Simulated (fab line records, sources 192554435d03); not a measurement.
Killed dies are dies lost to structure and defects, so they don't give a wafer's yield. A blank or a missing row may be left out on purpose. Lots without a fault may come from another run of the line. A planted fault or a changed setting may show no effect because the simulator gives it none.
fab line records | flow n5_finfet
record lots=4 wafers=12 last_day=17
route steps=1938 shown SDB@374 DUMMY_REMOVAL@377 HKMG_FIN@385 BEOL_M4@1111 PASSIVATION@1936
lots that met no fault: from a run of the same line without faults
start_h: hours from the record's first day to the start of the lot's first wafer shown | wait_h: hours since the lot's step before | " the same as in the row above | L1.1+2: a row that stands for several wafers | - no value, or no start given | * or withheld: withheld | < > ~ a bound
route shown NAME@n: a module of which the file shows steps, and the number in the route of the first | usual: mean/standard deviation of fault-free wafers | same: alike in all rows | chamber/n: place in a boat | sites: the reading at each site | _std_site: their standard deviation | _edge_site: outer sites' mean less inner sites' | radius_mm: how far each site lies from the wafer's centre | mask NAME#n: copy n | behind: the tool/chamber that last shaped the wafer | hold: why the lot was held/for how many hours/how that ended | device: the transistor (n, p or np) that didn't switch | end of line: the same wafers' tests at the end of the route | a step without rows: its recipe alone | killed: dies lost to structure and defects at the first sort, not the wafer's yield | map: a wafer's dies, x killed, . not, _ none there
set.NAME: the setting as run; set.NAME@STEP: as run at that earlier step | model.NAME: the simulator's own value behind a step, which no gauge read
lots at some steps of the route; a table a step, a row a wafer
services: from which hour (start_h, from the record's first day; less than 0 if before it) a tool's chamber was out of use, for how many hours, and why
## steps
# step N5_SDB_CMP_30
# recipe stop_on=poly-Si t_overpolish_s=1.54 post_cmp_clean=alkaline_brush down_force_psi=4.1491 platen_rpm=51.796 pad_velocity_m_s=1.0306 target_thk_nm=30
# step N5_DUMMY_REMOVAL_HM_STRIP_01
# recipe chemistry=CH3F/O2 material=SiNx target_depth_a=40 stop_on=poly-Si time_s=6.8 over_etch_frac=0.3 ion_energy_ev=60 power_w=410 bias_w=29 Ar_flow_sccm=150 CH3F_flow_sccm=30 O2_flow_sccm=20
# step N5_DUMMY_REMOVAL_STRIP_10
# recipe chemistry=N2/H2 time_s=40 power_w=100 temp_c=40 pressure_mtorr=100 rf_frequency_hz=6e+07 bias_power_w=3 n2_flow_sccm=300 h2_flow_sccm=300
# step N5_DUMMY_REMOVAL_PRECLEAN_07
# recipe chemistry=dHF time_s=30 temp_c=25 dilution=withheld
# step N5_DUMMY_REMOVAL_DUMMY_REMOVE_02
# recipe chemistry=TMAH temp_c=70 target=poly-Si stop_on=SiO2 target_depth_nm=142 conc_wt_pct=5 time_s=57 dry=ipa_marangoni rinse_time_s=30 rinse_temp_c=23
# step N5_DUMMY_REMOVAL_PRECLEAN_08
# recipe chemistry=NF3:NH3 afs_cycles=2 temp_c=30 time_s=20 sublimation_temp_c=180 sublimation_time_s=60 pressure_torr=3 rf_power_w=30
# step N5_DUMMY_REMOVAL_PRECLEAN_04
# recipe chemistry=DHF time_s=37 temp_c=25 dilution=500:1
# step N5_DUMMY_REMOVAL_SRD_05
# recipe dry=ipa_marangoni do_ppb=5 time_s=30 temp_c=23 rinse_liquid=diw
# step N5_HKMG_FIN_IL_REGROW_00
# recipe material=SiO2 target_thk_a=7.5 chemistry=O3 temp_c=withheld time_s=30
# step N5_HKMG_FIN_HK_ALD_01
# recipe material=HfO2 target_thk_a=16 temp_c=withheld ald_precursor_family=HfCl4 ald_co_reactant=H2O pulse_time_s=3 purge_time_s=3 co_reactant_purge_time_s=2.5 co_reactant_pulse_time_s=0.3 ald_cycles=30
# usual precursor_pulse_height_rel=0.997/0.02
# same co_reactant_purge_time_s=2.5 purge_time_s=3
# columns lot.wafer tool chamber start_h wait_h precursor_pulse_height_rel
L163.2 ald_hk-03 1 88.06 0.0 1.050
L163.4 " 0 " " 1.005
L163.6 " 1 " " 0.990
L166.1 ald_hk-03 3 111.53 0.0 0.999
L166.4 " 2 " " 0.974
L166.5 " 1 " " 0.978
L168.1 ald_hk-03 1 122.45 0.0 0.975
L168.4 " 3 " " 0.954
L168.6 " 2 " " 0.976
L183.3 ald_hk-02 2 211.16 0.0 0.991
L183.4 " 3 " " 0.975
L183.5 " 0 " " 0.982
# step N5_HKMG_FIN_HK_ANNEAL_02
# recipe temp_c=700 time_s=30 ambient=N2 idle_temp_c=600 ramp_up_c_per_s=150 ramp_down_c_per_s=60 cool_to_c=600
# step N5_HKMG_FIN_ALD_74
# recipe material=La2O3 target_thk_a=5 temp_c=250 ald_precursor_family=La-Cp ald_co_reactant=O3 pulse_time_s=6 co_reactant_pulse_time_s=1 purge_time_s=3 co_reactant_purge_time_s=3
# step N5_HKMG_FIN_ALD_75
# recipe material=Al2O3 target_thk_a=10 temp_c=150 ald_precursor_family=TMA ald_co_reactant=H2O pulse_time_s=withheld co_reactant_pulse_time_s=1
# step N5_HKMG_FIN_COAT_41
# recipe resist=SOC temp_c=250 time_s=60 spin_rpm=1500 resist_thk_nm=300
# step N5_HKMG_FIN_COAT_42
# recipe resist=SiARC temp_c=220 time_s=60 spin_rpm=1500 resist_thk_nm=35
# step N5_HKMG_FIN_COAT_43
# recipe resist=CAR-ArF spin_rpm=1500 resist_thk_nm=90
# step N5_HKMG_FIN_EBR_45
# recipe solvent=PGMEA ebr_width_mm=1.5
# step N5_HKMG_FIN_SOFTBAKE_44
# recipe temp_c=110 time_s=60 resist=CAR-ArF
# step N5_HKMG_FIN_EXPOSE_46
# recipe mask_id=NDIPOLE na=1.35 source_shape=conventional sigma_outer=0.8 polarization=unpolarized dose_mj=40
# step N5_HKMG_FIN_PEB_47
# recipe peb_temp_c=withheld peb_time_s=60 resist=CAR-ArF
# step N5_HKMG_FIN_DEVELOP_48
# recipe develop_time_s=30 developer=TMAH resist=CAR-ArF rinse_liquid=diw dry=air_spin dev_temp_c=23
# step N5_HKMG_FIN_DESCUM_53
# recipe chemistry=O2 time_s=7.9 source_power_w=50 bias_power_w=20 pressure_mtorr=20 rf_frequency_hz=2.712e+07 temp_c=40 resist=CAR-ArF o2_flow_sccm=225
# step N5_HKMG_FIN_ETCH_54
# recipe chemistry=CF4 target=SiARC target_depth_a=455 mask_material=CAR-ArF time_s=75.8 ion_energy_ev=80 pressure_mtorr=40 source_w=545 bias_w=36 Ar_flow_sccm=100 cf4_flow_sccm=100 ends=cleared
# step N5_HKMG_FIN_ETCH_55
# recipe chemistry=N2/H2 target=SOC target_depth_a=2400 temp_c=40 time_s=300 ion_energy_ev=200 mask_material=SiARC pressure_mtorr=30 source_w=840 bias_w=150 n2_flow_sccm=200 h2_flow_sccm=200
# step N5_HKMG_FIN_STRIP_56
# recipe chemistry=N2/H2 temp_c=40 n2_flow_sccm=200 h2_flow_sccm=200 rf_frequency_hz=6e+07
# step N5_HKMG_FIN_STRIP_57
# recipe chemistry=CF4 resist=SiARC power_w=300 bias_power_w=75 pressure_mtorr=50 cf4_flow_sccm=150 rf_frequency_hz=6e+07
# step N5_HKMG_FIN_ETCH_58
# recipe chemistry=N2/H2 target=SOC target_depth_a=2158 ion_energy_ev=50 bias_w=13 time_s=741 pressure_mtorr=30 source_w=875 n2_flow_sccm=200 h2_flow_sccm=200
# step N5_HKMG_FIN_STRIP_93
# recipe chemistry=N2/H2 material=SOC time_s=20 power_w=500 temp_c=40 pressure_mtorr=50 rf_frequency_hz=6e+07 bias_power_w=8 h2_frac=0.5 n2_flow_sccm=300 h2_flow_sccm=300
# step N5_HKMG_FIN_WET_ETCH_76
# recipe chemistry=dNH4OH mix=1:50 temp_c=25 target=Al2O3 stop_on=La2O3 target_depth_nm=2.25 dry=ipa_marangoni rinse_time_s=30 rinse_temp_c=23
# step N5_HKMG_FIN_STRIP_60
# recipe chemistry=N2/H2 power_w=2500 temp_c=300 h2_frac=0.65 time_s=360 pressure_mtorr=withheld n2_flow_sccm=1750 h2_flow_sccm=3250
# step N5_HKMG_FIN_WET_ETCH_77
# recipe chemistry=dHCl mix=1:10000 temp_c=25 target=La2O3 stop_on=HfO2 target_depth_nm=2
# step N5_HKMG_FIN_WET_ETCH_78
# recipe chemistry=dNH4OH mix=1:50 temp_c=25 target=Al2O3 stop_on=La2O3 target_depth_nm=4.5 dry=ipa_marangoni rinse_time_s=30 rinse_temp_c=23
# step N5_HKMG_FIN_ALD_79
# recipe material=TiN target_thk_a=15 temp_c=400 ald_precursor_family=TiCl4 ald_co_reactant=NH3 pulse_time_s=1 purge_time_s=3 co_reactant_purge_time_s=2 co_reactant_pulse_time_s=2 ald_cycles=68 pressure_torr=3
# step N5_HKMG_FIN_CVD_62
# recipe material=a-Si target_thk_a=30 temp_c=500 precursor=Si2H6 pressure_torr=1 time_s=20.8
# step N5_HKMG_FIN_RTA_80
# recipe temp_c=withheld time_s=2 ambient=N2 idle_temp_c=600 ramp_up_c_per_s=150 ramp_down_c_per_s=60 cool_to_c=600
# step N5_HKMG_FIN_PRECLEAN_64
# recipe chemistry=dHF time_s=30 temp_c=25 dilution=withheld
# step N5_HKMG_FIN_THK_MEAS_70
# recipe thk_meas_gauge=xrf reads=HfO2_of_HKMG_FIN_HK_ALD_01
# usual HK_THK=1.583/0.019
# columns lot.wafer tool chamber start_h wait_h HK_THK[nm]
L163.2 film_metro-01 - 91.61 0.3 1.602
L163.4 " - " " 1.603
L163.6 " - " " 1.584
L166.1 film_metro-02 - 115.22 0.2 1.328
L166.4 " - " " 1.281
L166.5 " - " " 1.335
L168.1 film_metro-02 - 126.02 0.2 1.342
L168.4 " - " " 1.321
L168.6 " - " " 1.319
L183.3 film_metro-01 - 214.61 0.2 1.590
L183.4 " - " " 1.597
L183.5 " - " " 1.602
# step N5_BEOL_M4_RC_MEAS_101
# usual DIBL_N=35.8/1.6 DIBL_P=36.0/2.1 IOFF_N=0.153/0.026 IOFF_P=0.21/0.037 ION_N=673/11 ION_P=462/7.6 SS_N=71.4/0.53 SS_P=73.2/0.67 VT_N=250/3.2 VT_P=-250/3.7
# columns lot.wafer tool chamber start_h wait_h DIBL_N[mV/V] DIBL_P[mV/V] IOFF_N[nA/um] IOFF_P[nA/um] ION_N[uA/um] ION_P[uA/um] SS_N[mV/dec] SS_P[mV/dec] VT_N[mV] VT_P[mV]
L163.2 prober-02 0 192.38 0.2 36.0 35.3 0.145 0.19 670 461 71.0 73.7 253 -251
L163.4 " 0 " " 35.1 34.7 0.123 0.18 667 449 70.8 72.5 254 -253
L163.6 " 0 " " 37.2 36.9 0.149 0.22 669 461 71.7 73.1 254 -249
L166.1 prober-02 0 207.46 0.0 35.2 36.6 0.155 0.22 661 463 72.0 73.8 248 -248
L166.4 " 0 " " 36.7 37.0 0.168 0.22 670 460 71.9 73.7 251 -250
L166.5 " 0 " " 36.3 36.8 0.162 0.21 678 459 72.0 73.6 253 -249
L168.1 prober-02 0 211.04 0.0 34.7 34.5 0.122 0.18 654 457 71.1 73.3 253 -253
L168.4 " 0 " " 35.0 33.3 0.119 0.17 661 455 71.1 73.0 257 -251
L168.6 " 0 " " 34.1 33.6 0.117 0.17 652 452 71.3 72.7 255 -253
L183.3 prober-01 0 306.44 0.3 36.8 34.1 0.152 0.18 670 456 71.5 73.1 252 -255
L183.4 " 0 " " 36.2 35.0 0.149 0.20 674 455 71.8 73.4 251 -254
L183.5 " 0 " " 35.1 33.0 0.130 0.17 664 455 71.4 73.3 253 -254
# step N5_PASSIVATION_PROBE_49
# usual defect_limited_yield=91.3/1.5 killed_at_M0_to_M3=33/12 killed_at_M4_up=13/5.2 killed_at_contacts=13/6.7 killed_at_front_end=40/11 killed_at_other=4.1/2.7 killed_dies=103/17 killed_open=69/13 killed_short=33/8.4 sort_bin_5_function=5.1/1 sort_bin_6_memory=3.2/0.62 sort_n_pass=1077/17 sort_yield_pct=91.3/1.5
# same gross_dies=1180 killed_at_back_side=0 sort_bin_4_leakage[%]=0 sort_bin_8_speed[%]=0
# columns lot.wafer tool chamber start_h wait_h defect_limited_yield[%] killed_at_M0_to_M3 killed_at_M4_up killed_at_contacts killed_at_front_end killed_at_other killed_dies killed_open killed_short sort_bin_5_function[%] sort_bin_6_memory[%] sort_n_pass sort_yield_pct[%]
L166.4 prober-02 - 315.35 0.2 92.5 30 8 12 29 9 88 57 27 4.9 2.2 1092 92.5
# killed by level:class
L166.4 MOL_CONTACT_COAG:geometric_particle:open=10 BEOL_M0_SAQP:geometric_particle:open=8 BEOL_M1:geometric_particle:open=7 FIN_SAQP:geometric_particle:open=6 BEOL_M0_SAQP:geometric_particle:short=6 GATE_CUT:geometric_particle:short=5 FIN_SAQP:geometric_particle:short=4 DUMMY_GATE:geometric_particle:open=4
## services
# columns tool chamber start_h hours kind
ald_hk-02 - 64.21 14.6 pm
## key
first_sign step=N5_HKMG_FIN_THK_MEAS_70 reading=HK_THK direction=down sigmas=14 usual=1.583 struck=1.321
effect none on later readings
met_at N5_HKMG_FIN_HK_ALD_01
struck_wafers L166.1,L166.4,L166.5,L168.1,L168.4,L168.6
onset_between 88.06 111.53
fault kind=site_profile_drift tool=ald_hk-03 chamber=- onset_h=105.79 steps=N5_HKMG_FIN_HK_ALD_01 basis=fraction max_abs_drift=0.34136 slope_share_per_hr=75.859 site_pattern=0,0,0,0,0,-1,-1,-1,-1
